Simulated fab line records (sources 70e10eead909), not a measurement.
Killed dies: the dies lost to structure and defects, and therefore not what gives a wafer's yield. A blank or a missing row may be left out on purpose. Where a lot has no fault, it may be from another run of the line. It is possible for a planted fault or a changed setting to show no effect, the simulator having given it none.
fab line records	flow nand-harc
record lots=6	wafers=18	last-day=25
route steps=1159 shown A_CONTACT@860 END@1159
lots that met no fault: taken from a fault-free run of the same line
start-h: start of the lot's first displayed wafer, in hours after the record's first day	wait-h: time in hours since the lot's previous step	" repeats the value in the row above	L1.1+2: several wafers, shown together as one row	- either no value or no given start	* or withheld: withheld	< > ~ a bound
route shown NAME@n: NAME is a module with steps in the file, n the number in the route of the first one	usual: average and standard deviation across the fault-free wafers	same: alike in all rows	chamber/n: place in a boat	sites: per-site readings	_std_site: standard deviation of those values	_edge_site: outer sites' mean less inner sites'	radius-mm: how far each site lies from the wafer's centre	mask NAME#n: copy n	behind: the last tool/chamber to shape the wafer	hold: reason for holding the lot/hours on hold/outcome of the hold	device: whichever transistor did not switch (one of n, p or np)	end of line: the tests these same wafers got at the end of their route	a step given without rows: its recipe and nothing more	killed: at the first sort, the dies lost to defects and structure; wafer yield is something else	map: shows each die of a wafer: x if killed, . if not, _ if none is there
set.NAME: setting as actually run; set.NAME@STEP: the setting as run at that earlier step	model.NAME: the simulator's own value behind a step, which no gauge read
a table for each step, a row for each wafer; lots at some steps of the route
services: the hour from which a tool's chamber was out of use, counted from the record's first day as start-h (under 0 if before that day), plus the number of hours and why
## steps
# step NHARC_A_CONTACT_ETCH_50
# recipe target-depth-a=847	time-s=42.4	cf4-flow-sccm=100	chf3-flow-sccm=30	ar-flow-sccm=0	rf-w=500	bias-w=200	chemistry=CF4/CHF3
# step NHARC_A_CONTACT_ETCH_51
# recipe target-depth-a=36000	over-etch-frac=0.3	time-s=936	ion-energy-ev=150	o2-flow-sccm=400	cos-flow-sccm=20	ar-flow-sccm=0	rf-w=500	bias-w=300	chemistry=O2/COS
# step NHARC_A_CONTACT_ETCH_111
# recipe source-w=withheld	pressure-mtorr=20	bias-v=withheld	time-s=140	target-depth-a=7000	ar-flow-sccm=withheld	c4f8-flow-sccm=withheld	o2-flow-sccm=withheld	chemistry=C4F8/O2/Ar
# step NHARC_A_CONTACT_ETCH_112
# recipe source-w=withheld	pressure-mtorr=20	bias-v=3000	time-s=94	target-depth-a=9220	ar-flow-sccm=withheld	c4f8-flow-sccm=withheld	o2-flow-sccm=withheld	chemistry=C4F8/O2/Ar
# usual oes-air-line-au=1.000/0.022
lot.wafer	tool	chamber	start-h	wait-h	oes-air-line-au	rf-hours-counter-h
L373.2	har-cap-etch-02	0	424.73	0.2	0.994	18
L373.3	"	0	"	"	0.990	-
L373.6	"	1	"	"	0.997	-
L376.1	har-cap-etch-02	1	438.78	0.2	1.009	22
L376.4	"	1	"	"	1.009	-
L376.5	"	0	"	"	0.986	-
L379.1	har-cap-etch-03	1	452.30	0.1	1.017	97
L379.3	"	0	"	"	0.982	-
L379.6	"	0	"	"	1.005	-
L380.2	har-cap-etch-03	1	464.00	0.2	1.005	99
L380.5	"	1	"	"	1.005	-
L380.6	"	0	"	"	1.026	-
L388.2	har-cap-etch-02	0	509.05	0.1	1.030	33
L388.4	"	1	"	"	1.021	-
L388.5	"	0	"	"	0.981	-
L387.3	har-cap-etch-01	1	513.14	0.1	1.032	-
L387.6	"	1	"	"	1.035	-
L387.5	"	0	"	"	1.023	-
# step NHARC_A_CONTACT_ETCH_113
# recipe source-w=withheld	pressure-mtorr=20	bias-v=3000	time-s=94	target-depth-a=9220	ar-flow-sccm=withheld	c4f8-flow-sccm=withheld	o2-flow-sccm=withheld	chemistry=C4F8/O2/Ar
# usual oes-air-line-au=1.001/0.021
lot.wafer	tool	chamber	start-h	wait-h	oes-air-line-au	rf-hours-counter-h
L373.2	har-cap-etch-02	0	424.82	0.1	0.998	18
L373.3	"	0	"	"	1.021	-
L373.6	"	1	"	"	0.990	-
L376.1	har-cap-etch-02	1	438.90	0.1	1.049	22
L376.4	"	1	"	"	0.969	-
L376.5	"	0	"	"	1.016	-
L379.1	har-cap-etch-03	1	452.39	0.1	0.982	97
L379.3	"	0	"	"	0.992	-
L379.6	"	0	"	"	0.985	-
L380.2	har-cap-etch-03	1	464.09	0.1	0.985	99
L380.5	"	1	"	"	0.988	-
L380.6	"	0	"	"	0.982	-
L388.2	har-cap-etch-02	0	509.14	0.1	1.014	34
L388.4	"	1	"	"	0.991	-
L388.5	"	0	"	"	1.019	-
L387.3	har-cap-etch-01	1	513.23	0.1	1.015	-
L387.6	"	1	"	"	1.018	-
L387.5	"	0	"	"	1.010	-
# step NHARC_A_CONTACT_ETCH_114
# recipe source-w=withheld	pressure-mtorr=20	bias-v=3000	time-s=94	target-depth-a=9220	ar-flow-sccm=withheld	c4f8-flow-sccm=withheld	o2-flow-sccm=withheld	chemistry=C4F8/O2/Ar
# step NHARC_A_CONTACT_ETCH_115
# recipe source-w=withheld	pressure-mtorr=20	bias-v=3000	time-s=94	target-depth-a=9220	ar-flow-sccm=withheld	c4f8-flow-sccm=withheld	o2-flow-sccm=withheld	chemistry=C4F8/O2/Ar
# step NHARC_A_CONTACT_ETCH_116
# recipe source-w=withheld	pressure-mtorr=20	bias-v=3000	time-s=94	target-depth-a=9220	ar-flow-sccm=withheld	c4f8-flow-sccm=withheld	o2-flow-sccm=withheld	chemistry=C4F8/O2/Ar
# step NHARC_A_CONTACT_ETCH_117
# recipe source-w=withheld	pressure-mtorr=20	bias-v=3000	time-s=94	target-depth-a=9220	ar-flow-sccm=withheld	c4f8-flow-sccm=withheld	o2-flow-sccm=withheld	chemistry=C4F8/O2/Ar
# step NHARC_A_CONTACT_ETCH_118
# recipe source-w=withheld	pressure-mtorr=20	bias-v=3000	time-s=94	target-depth-a=9220	ar-flow-sccm=withheld	c4f8-flow-sccm=withheld	o2-flow-sccm=withheld	chemistry=C4F8/O2/Ar
# step NHARC_A_CONTACT_ETCH_119
# recipe source-w=withheld	pressure-mtorr=20	bias-v=3000	time-s=94	target-depth-a=9220	ar-flow-sccm=withheld	c4f8-flow-sccm=withheld	o2-flow-sccm=withheld	chemistry=C4F8/O2/Ar
# step NHARC_A_CONTACT_ETCH_120
# recipe source-w=withheld	pressure-mtorr=20	bias-v=3000	time-s=94	target-depth-a=9220	ar-flow-sccm=withheld	c4f8-flow-sccm=withheld	o2-flow-sccm=withheld	chemistry=C4F8/O2/Ar
# step NHARC_A_CONTACT_ETCH_121
# recipe source-w=withheld	pressure-mtorr=20	bias-v=3000	time-s=94	target-depth-a=9220	ar-flow-sccm=withheld	c4f8-flow-sccm=withheld	o2-flow-sccm=withheld	chemistry=C4F8/O2/Ar
# usual oes-air-line-au=1.002/0.021
lot.wafer	tool	chamber	start-h	wait-h	oes-air-line-au	rf-hours-counter-h
L373.2	har-cap-etch-02	0	425.55	0.1	0.994	18
L373.3	"	0	"	"	1.015	-
L373.6	"	1	"	"	0.994	-
L376.1	har-cap-etch-02	1	439.62	0.1	1.046	22
L376.4	"	1	"	"	1.002	-
L376.5	"	0	"	"	1.024	-
L379.1	har-cap-etch-03	1	453.12	0.1	0.970	97
L379.3	"	0	"	"	1.005	-
L379.6	"	0	"	"	1.030	-
L380.2	har-cap-etch-03	1	464.81	0.1	1.018	99
L380.5	"	1	"	"	0.974	-
L380.6	"	0	"	"	1.011	-
L388.2	har-cap-etch-02	0	509.87	0.1	0.992	34
L388.4	"	1	"	"	1.002	-
L388.5	"	0	"	"	1.001	-
L387.3	har-cap-etch-01	1	513.96	0.1	0.992	-
L387.6	"	1	"	"	0.962	-
L387.5	"	0	"	"	0.988	-
# step NHARC_A_CONTACT_ETCH_122
# recipe source-w=withheld	pressure-mtorr=20	bias-v=3000	time-s=95	target-depth-a=9300	ar-flow-sccm=withheld	c4f8-flow-sccm=withheld	o2-flow-sccm=withheld	chemistry=C4F8/O2/Ar
# step NHARC_A_CONTACT_ETCH_123
# recipe source-w=withheld	pressure-mtorr=20	bias-v=400	time-s=253	target-depth-a=10900	ar-flow-sccm=withheld	c4f8-flow-sccm=11.5	o2-flow-sccm=7.2	chemistry=C4F8/O2/Ar
# step NHARC_A_CONTACT_ETCH_90
# recipe target-depth-a=400	over-etch-frac=0.5	time-s=85.7	ion-energy-ev=120	ch3f-flow-sccm=50	o2-flow-sccm=30	ar-flow-sccm=200	rf-w=500	bias-w=100	chemistry=CH3F/O2
# usual bias-w=99.99/0.3	drypump-motor-current-A=5.9/0.59	oes-product-au=0.95/0.037	rf-vpp-V=244.3/1.7	showerhead-plenum-p-Torr=2.45/0.11	throttle-valve-pct=20.662/0.0089
lot.wafer	tool	chamber	start-h	wait-h	bias-w	drypump-motor-current-A	oes-product-au	rf-hours-counter-h	rf-vpp-V	showerhead-plenum-p-Torr	throttle-valve-pct
L373.3	rie-diel-12	1	426.34	0.5	100.14	6.1	1.00	14	243.3	2.36	20.678
L373.2	"	2	"	"	100.39	6.2	1.01	13	242.6	2.29	20.688
L373.6	"	1	"	"	99.94	6.0	1.02	-	241.5	2.36	20.645
L376.1	rie-diel-12	1	440.41	0.5	100.11	6.1	1.00	17	244.3	2.36	20.671
L376.4	"	2	"	"	99.87	6.2	0.99	16	242.9	2.29	20.669
L376.5	"	2	"	"	99.54	6.2	0.97	-	241.6	2.29	20.666
L379.1	rie-diel-11	0	453.88	0.5	100.06	5.9	0.92	16	246.3	2.59	20.669
L379.3	"	3	"	"	100.44	6.3	0.94	16	244.5	2.40	20.655
L379.6	"	1	"	"	99.83	6.6	0.93	-	245.3	2.47	20.664
L380.2	rie-diel-11	1	465.60	0.6	100.28	6.6	0.92	19	245.7	2.47	20.658
L380.5	"	0	"	"	99.93	5.9	0.91	-	244.8	2.59	20.670
L380.6	"	1	"	"	100.39	6.6	0.92	-	244.4	2.47	20.650
L388.2	rie-diel-11	2	510.64	0.5	100.31	4.8	0.90	26	243.6	2.37	20.672
L388.4	"	3	"	"	99.46	6.3	0.94	26	243.3	2.39	20.664
L388.5	"	2	"	"	100.44	4.8	0.90	-	243.6	2.37	20.671
L387.3	rie-diel-13	0	514.72	0.4	100.23	5.5	1.02	19	247.0	2.60	20.664
L387.6	"	0	"	"	100.56	5.5	1.03	-	247.0	2.60	20.664
L387.5	"	1	"	"	100.14	5.3	1.00	-	245.0	2.53	20.662
# step NHARC_A_CONTACT_ETCH_96
# recipe target-depth-a=200	over-etch-frac=0.5	time-s=10	ion-energy-ev=250	c4f6-flow-sccm=25	o2-flow-sccm=20	ar-flow-sccm=500	rf-w=600	bias-w=500	chemistry=C4F6/O2
# step NHARC_A_CONTACT_CD_MEAS_53
# usual cd-nm=190.0/0.72
lot.wafer	tool	chamber	start-h	wait-h	cd-nm
L373.2	cd-sem-03	-	426.57	-	189.4
L373.3	"	-	"	"	189.1
L373.6	"	-	"	"	189.6
L376.1	cd-sem-03	-	440.62	-	190.3
L376.4	"	-	"	"	189.8
L376.5	"	-	"	"	190.3
L379.1	cd-sem-03	-	454.10	-	190.3
L379.3	"	-	"	"	190.5
L379.6	"	-	"	"	190.3
L380.2	cd-sem-02	-	465.81	-	189.7
L380.5	"	-	"	"	189.7
L380.6	"	-	"	"	190.4
L388.2	cd-sem-03	-	510.86	-	189.6
L388.4	"	-	"	"	189.2
L388.5	"	-	"	"	189.6
L387.3	cd-sem-03	-	515.41	-	190.8
L387.5	"	-	"	"	189.6
L387.6	"	-	"	"	191.3
# step NHARC_A_CONTACT_STRIP_99
# recipe n2-flow-sccm=150	h2-flow-sccm=150	ar-flow-sccm=0	bias-w=0	chemistry=N2/H2
# step NHARC_A_CONTACT_STRIP_100
# recipe cf4-flow-sccm=100	chf3-flow-sccm=30	ar-flow-sccm=0	bias-w=0	chemistry=CF4/CHF3
# step NHARC_A_CONTACT_STRIP_101
# recipe o2-flow-sccm=400	cos-flow-sccm=20	ar-flow-sccm=0	bias-w=0	chemistry=O2/COS
# step NHARC_A_CONTACT_ETCH_102
# recipe target-depth-a=700	overetch-a=70	time-s=38.5	ion-energy-ev=100	cf4-flow-sccm=80	o2-flow-sccm=20	ar-flow-sccm=0	rf-w=300	bias-w=100	chemistry=CF4/O2
# step NHARC_A_CONTACT_STRIP_55
# recipe o2-flow-sccm=500	ar-flow-sccm=0	bias-w=0	chemistry=O2
# usual drypump-motor-current-A=5.9/0.61	oes-product-au=1.000/0.017	rf-vpp-V=57.7/0.92	showerhead-plenum-p-Torr=3.54/0.16	throttle-valve-pct=17.037/0.0092
# same bias-w=0
lot.wafer	tool	chamber	start-h	wait-h	drypump-motor-current-A	oes-product-au	rf-hours-counter-h	rf-vpp-V	showerhead-plenum-p-Torr	throttle-valve-pct
L373.2	rie-diel-11	3	-	-	6.3	1.012	10	57.8	3.44	17.031
L373.3	"	1	"	"	6.6	1.000	10	58.7	3.54	17.030
L373.6	"	3	"	"	6.3	1.010	-	58.0	3.44	17.029
L376.4	rie-diel-13	1	-	-	5.3	1.012	60	57.3	3.64	17.027
L376.1	"	3	"	"	6.3	1.008	63	56.7	3.64	17.031
L376.5	"	2	"	"	6.5	1.015	-	57.4	3.27	17.035
L379.1	rie-diel-11	2	-	-	4.8	0.975	16	58.1	3.42	17.030
L379.3	"	0	"	"	5.9	0.981	16	58.8	3.71	17.039
L379.6	"	3	"	"	6.3	1.012	-	57.2	3.44	17.028
L380.2	rie-diel-11	1	-	-	6.6	0.990	19	57.5	3.54	17.045
L380.6	"	2	"	"	4.8	0.973	-	57.0	3.41	17.030
L380.5	"	3	"	"	6.3	1.013	-	57.5	3.44	17.048
L388.4	rie-diel-11	2	-	-	4.8	0.970	26	56.2	3.41	17.049
L388.2	"	3	"	"	6.3	1.011	26	58.0	3.43	17.040
L388.5	"	2	"	"	4.8	0.962	-	56.7	3.41	17.025
L387.3	rie-diel-11	2	-	-	4.8	0.965	27	57.3	3.41	17.051
L387.5	"	2	"	"	4.8	0.966	-	56.0	3.41	17.027
L387.6	"	3	"	"	6.3	1.006	-	57.5	3.43	17.040
# step NHARC_A_CONTACT_STRIP_56
# recipe time-s=600	temp-c=30	chemistry=post-etch-residue-remover
# step NHARC_A_CONTACT_DEP_57
# recipe target-thk-a=28000	temp-c=400	material=aC
# step NHARC_A_CONTACT_DEP_58
# recipe target-thk-a=600	target-thk-nm=60	temp-c=400	pressure-torr=3.5	flow-sccm=200	rf-w=350	material=SiON
# usual chamber-pressure-Torr=3.500/0.0082	heater-power-w=762/69
lot.wafer	tool	chamber	start-h	wait-h	chamber-pressure-Torr	heater-power-w	since-wet-clean-h
L373.2	pecvd-03	2	430.58	1.2	3.497	794	125
L373.3	"	0	"	"	3.495	843	125
L373.6	"	0	"	"	3.491	833	-
L376.1	pecvd-03	0	443.53	1.5	3.499	729	138
L376.5	"	2	"	"	3.501	801	-
L376.4	"	0	"	"	3.501	751	-
L379.1	pecvd-01	2	457.20	1.7	3.485	642	26
L379.3	"	0	"	"	3.500	695	26
L379.6	"	1	"	"	3.519	801	-
L380.2	pecvd-04	1	470.94	1.2	3.499	666	82
L380.5	"	2	"	"	3.505	682	-
L380.6	"	0	"	"	3.500	604	-
L388.2	pecvd-03	2	514.84	1.4	3.501	820	29
L388.5	"	0	"	"	3.490	772	-
L388.4	"	2	"	"	3.492	841	-
L387.3	pecvd-03	1	518.19	0.9	3.510	767	32
L387.5	"	2	"	"	3.503	890	-
L387.6	"	0	"	"	3.491	809	-
# step NHARC_A_CONTACT_DEHYDRATE_59
# recipe temp-c=150	time-s=120
# step NHARC_A_CONTACT_HMDS_60
# recipe time-s=30
# step NHARC_A_CONTACT_COAT_61
# recipe temp-c=260	time-s=75
# step NHARC_A_CONTACT_COAT_62
# recipe temp-c=225	time-s=65
# step NHARC_A_CONTACT_COAT_63
# recipe spin-rpm=1500	resist-thk-nm=90
# step NHARC_A_CONTACT_SOFTBAKE_64
# recipe temp-c=105	time-s=55
# step NHARC_A_CONTACT_EBR_65
# step NHARC_A_CONTACT_EXPOSE_66
# recipe na=1.35	sigma-outer=0.8	dose-mj=59.02	mask-id=A_CC_2
# step NHARC_A_CONTACT_PEB_67
# recipe peb-temp-c=100	peb-time-s=65
# step NHARC_A_CONTACT_DEVELOP_68
# recipe develop-time-s=35	dev-temp-c=23
# step NHARC_A_CONTACT_CD_MEAS_69
# recipe target-cd-nm=200	landing-energy-ev=500
# usual cd-nm=200.1/0.67
lot.wafer	tool	chamber	start-h	wait-h	cd-nm
L373.2	cd-sem-02	0	431.15	-	201.1
L373.3	"	0	"	"	199.9
L373.6	"	0	"	"	201.6
L376.1	cd-sem-01	0	444.22	-	199.5
L376.4	"	0	"	"	199.3
L376.5	"	0	"	"	199.1
L379.1	cd-sem-01	0	457.92	-	200.0
L379.3	"	0	"	"	199.6
L379.6	"	0	"	"	200.1
L380.2	cd-sem-02	0	471.67	-	199.7
L380.5	"	0	"	"	200.1
L380.6	"	0	"	"	199.6
L388.2	cd-sem-01	0	515.51	-	200.3
L388.4	"	0	"	"	201.1
L388.5	"	0	"	"	199.4
L387.3	cd-sem-02	0	518.80	-	200.8
L387.5	"	0	"	"	200.9
L387.6	"	0	"	"	199.6
# step NHARC_A_CONTACT_OVL_MEAS_70
# usual overlay-x-nm=-0.2/0.92	overlay-y-nm=0.1/0.84
lot.wafer	tool	chamber	start-h	wait-h	overlay-x-nm	overlay-y-nm
L373.2	overlay-02	-	431.24	-	-0.5	1.1
L373.3	"	-	"	"	-0.1	1.4
L373.6	"	-	"	"	0.0	1.0
L376.1	overlay-02	-	444.31	-	-0.8	-0.9
L376.4	"	-	"	"	-0.6	-1.3
L376.5	"	-	"	"	-0.5	-1.3
L379.1	overlay-01	-	458.01	-	-1.3	0.2
L379.3	"	-	"	"	-1.1	0.0
L379.6	"	-	"	"	-1.1	0.1
L380.2	overlay-01	-	471.75	-	0.5	-0.1
L380.5	"	-	"	"	0.1	0.2
L380.6	"	-	"	"	-0.1	-0.1
L388.2	overlay-02	-	515.59	-	0.1	0.0
L388.4	"	-	"	"	0.0	0.3
L388.5	"	-	"	"	-0.6	-0.2
L387.3	overlay-02	-	518.88	-	0.5	0.8
L387.5	"	-	"	"	0.7	0.3
L387.6	"	-	"	"	0.6	0.5
# step NHARC_A_CONTACT_DESCUM_74
# recipe time-s=3	o2-flow-sccm=200	ar-flow-sccm=0	bias-power-w=0	chemistry=O2
# step NHARC_A_CONTACT_ETCH_75
# recipe target-depth-a=390	over-etch-frac=0.3	time-s=65	ion-energy-ev=80	cf4-flow-sccm=150	ar-flow-sccm=0	rf-w=300	bias-w=100	chemistry=CF4
# step NHARC_A_CONTACT_ETCH_76
# recipe target-depth-a=2600	over-etch-frac=0.3	time-s=475.3	ion-energy-ev=200	n2-flow-sccm=150	h2-flow-sccm=150	ar-flow-sccm=0	rf-w=400	bias-w=150	chemistry=N2/H2
# step NHARC_END_SORT_01
# recipe temp-c=25
# usual killed-at-array=26/9.7	killed-at-other=1.0/1.2	killed-at-periphery=3.9/2.6	killed-dies=31/9.7	killed-open=3.2/1.8	killed-short=2.0/1.3
# same gross-dies=677
lot.wafer	tool	chamber	start-h	wait-h	killed-at-array	killed-at-other	killed-at-periphery	killed-dies	killed-open	killed-short
L373.2	prober-02	0	492.86	2.7	114	0	8	122	3	1
L373.3	prober-02	0	493.66	3.1	102	0	4	106	2	1
L373.6	prober-02	0	496.05	4.0	113	1	3	117	3	1
L376.1	prober-02	0	507.63	2.5	94	1	3	98	2	5
L376.4	prober-02	0	510.00	3.4	98	1	6	105	3	3
L376.5	prober-02	0	510.79	3.7	95	0	2	97	2	1
L388.2	prober-02	0	580.34	2.8	37	0	1	38	3	5
L388.4	prober-02	0	581.91	3.4	22	1	4	27	3	3
L388.5	prober-02	0	582.70	3.6	25	0	7	32	3	3
# killed by level:class
L373.2 A_CONTACT:unspecified=94 A_SLIT:chamber-film-flake=13 P_ZERO_WELL:chamber-film-flake=4 A_CHANNEL_HOLE_D1:chamber-film-flake=3 P_GATE:geometric-particle:open=1 P_CONTACT:geometric-particle:open=1 P_M0:geometric-particle:open=1 A_ONON_D1:geometric-particle:short=1
L373.3 A_CONTACT:unspecified=82 A_SLIT:chamber-film-flake=7 P_ZERO_WELL:chamber-film-flake=4 A_STAIRCASE:chamber-film-flake=4 A_CHANNEL_HOLE_D1:chamber-film-flake=3 A_SGD_CUT:chamber-film-flake=2 A_CHANNEL_FILL_D1:geometric-particle:short=1 A_CONTACT:geometric-particle:open=1
L373.6 A_CONTACT:unspecified=80 A_CHANNEL_HOLE_D1:chamber-film-flake=14 A_SLIT:chamber-film-flake=12 A_STAIRCASE:chamber-film-flake=3 P_ZERO_WELL:chamber-film-flake=2 P_M0:geometric-particle:open=1 A_ONON_D1:geometric-particle:short=1 A_ONON_D1:geometric-particle:open=1
L376.1 A_CONTACT:unspecified=82 A_CHANNEL_HOLE_D1:chamber-film-flake=2 A_CHANNEL_FILL_D1:chamber-film-flake=2 A_CONTACT:chamber-film-flake=2 P_STI:geometric-particle:short=1 P_M1:geometric-particle:open=1 A_ONON_D1:geometric-particle:short=1 A_CHANNEL_HOLE_D1:geometric-particle:short=1
L376.4 A_CONTACT:unspecified=84 A_CHANNEL_HOLE_D1:chamber-film-flake=4 A_CONTACT:chamber-film-flake=4 P_CONTACT:chamber-film-flake=2 P_M1:chamber-film-flake=2 P_STI:geometric-particle:open=1 A_ONON_D1:geometric-particle:open=1 A_CHANNEL_HOLE_D1:geometric-particle:open=1
L376.5 A_CONTACT:unspecified=81 A_CHANNEL_HOLE_D1:chamber-film-flake=5 A_CONTACT:chamber-film-flake=3 A_CHANNEL_FILL_D1:chamber-film-flake=2 A_ONON_D1:geometric-particle:open=1 A_CHANNEL_FILL_D1:geometric-particle:short=1 A_CONTACT:geometric-particle:open=1 P_STI:chamber-film-flake=1
L388.2 A_SLIT:chamber-film-flake=18 A_CHANNEL_HOLE_D1:chamber-film-flake=7 A_WL_FILL:geometric-particle:short=3 A_STAIRCASE:chamber-film-flake=2 A_CHANNEL_FILL_D1:geometric-particle:open=1 A_CONTACT:geometric-particle:open=1 A_BLC:geometric-particle:short=1 A_BLC:geometric-particle:open=1
L388.4 A_SLIT:chamber-film-flake=8 A_CHANNEL_HOLE_D1:chamber-film-flake=6 A_WL_FILL:chamber-film-flake=4 P_CONTACT:geometric-particle:open=2 A_WL_FILL:geometric-particle:short=2 A_M0:geometric-particle:open=1 STARTING-WAFER:geometric-particle:short=1 P_GATE:chamber-film-flake=1
L388.5 A_SLIT:chamber-film-flake=11 A_CHANNEL_HOLE_D1:chamber-film-flake=5 P_M0:chamber-film-flake=3 A_CONTACT:chamber-film-flake=3 A_STAIRCASE:chamber-film-flake=2 P_GATE:geometric-particle:open=1 P_CONTACT:geometric-particle:short=1 P_M2:geometric-particle:short=1
# map L373.2 (x killed, . not)
____________.____________
_________......._________
_______..........._______
______.............______
_____..............._____
____...........x.x...____
____.................____
___...................___
___.x.................___
__............x........__
__.....................__
_............x.........._
_...................x..._
_....................x.._
_..................xxx.._
_......................._
...........x.x.xx..xx....
..........x.xxx...x..x...
............xxxxx..x..x..
...........xxxxxx...x....
..........xxxxxxxxx......
_.........xxxxxxxxxx...._
_..........xxxxxxx.x...._
_..x...x..xxxxxxx......._
_.........xxxxxxxx......_
_.........xxxxxxxxx....._
__.....x.xxxxxxxx......__
__.......xxxxxxx.x.....__
___........xxxxx.x....___
___........xxxxxx.....___
____.........x.......____
____......x..........____
_____.x..........x.._____
______.............______
_______..........._______
_________......._________
____________.____________
# map L376.4 (x killed, . not)
____________.____________
_________......._________
_______..........._______
______.............______
_____..............._____
____.................____
____.................____
___...................___
___...................___
__.....x.....x.........__
__.....................__
_...................x..._
_...........x..........._
_......................x_
_................x......_
_.x......x.............._
.........................
...................x...x.
..............x..........
...........x....x..x.....
.........................
_...............x......._
_.........x............._
_......................._
_...x....xxxx.........x._
_....xxxxxxxx..........._
__....xxxxxx...........__
__..x.xxxxxxx..........__
___.xxxxxxxxx.........___
___xxxxxxxxxxx........___
____.xxxxxxxxx.......____
____.xxxxxxxx........____
_____.xxxxxxx......._____
______xxxxxxx......______
_______xxxxx...x.._______
_________xxxx..._________
____________.____________
## services
tool	chamber	start-h	hours	kind
pecvd-04	0	416.91	15.0	repair
pecvd-01	-	418.20	13.0	pm
rie-diel-12	0	424.00	7.0	repair
rie-diel-11	0	424.78	-	clean
rie-diel-11	1	424.78	-	clean
rie-diel-11	2	424.78	-	clean
rie-diel-11	3	424.78	-	clean
rie-diel-11	-	432.78	0.4	repair
rie-diel-12	1	447.06	3.3	repair
rie-diel-11	0	449.28	-	clean
rie-diel-11	1	449.28	-	clean
rie-diel-11	2	449.28	-	clean
rie-diel-11	3	449.28	-	clean
rie-diel-13	-	453.00	9.0	pm
pecvd-03	-	473.23	13.0	pm
rie-diel-11	0	473.93	-	clean
rie-diel-11	1	473.93	-	clean
rie-diel-11	2	473.93	-	clean
rie-diel-11	3	473.93	-	clean
pecvd-04	-	490.51	1.0	repair
rie-diel-12	0	491.23	22.6	repair
rie-diel-11	0	498.43	-	clean
rie-diel-11	1	498.43	-	clean
rie-diel-11	2	498.43	-	clean
## key
first-sign step=NHARC_END_SORT_01	reading=killed-at-array	direction=up	sigmas=7.9	usual=26	struck=103
effect step=NHARC_END_SORT_01	reading=killed-dies	direction=up	sigmas=7.9	usual=31	struck=108
more-kills-born-at NHARC_A_CONTACT_ETCH_121@har-cap-etch-02=502
met-at NHARC_A_CONTACT_ETCH_121
struck-wafers L373.2,L373.3,L373.6,L376.1,L376.4,L376.5
tester-left-out L373,L376
also-fits NHARC_A_CONTACT_ETCH_90:rie-diel-12
fault kind=chamber-particle-source	tool=har-cap-etch-02	chamber=-	onset-h=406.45	steps=NHARC_A_CONTACT_ETCH_121	rate-per-visit-cm2=0.93835	end-h=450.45
# tester-left-out: of these lots the tester's yield and bins aren't shown, on N5 and GAA mostly nor the transistor test; their killed dies are dies lost to structure and defects alone, not to doping, threshold or leakage, so they don't give the yield
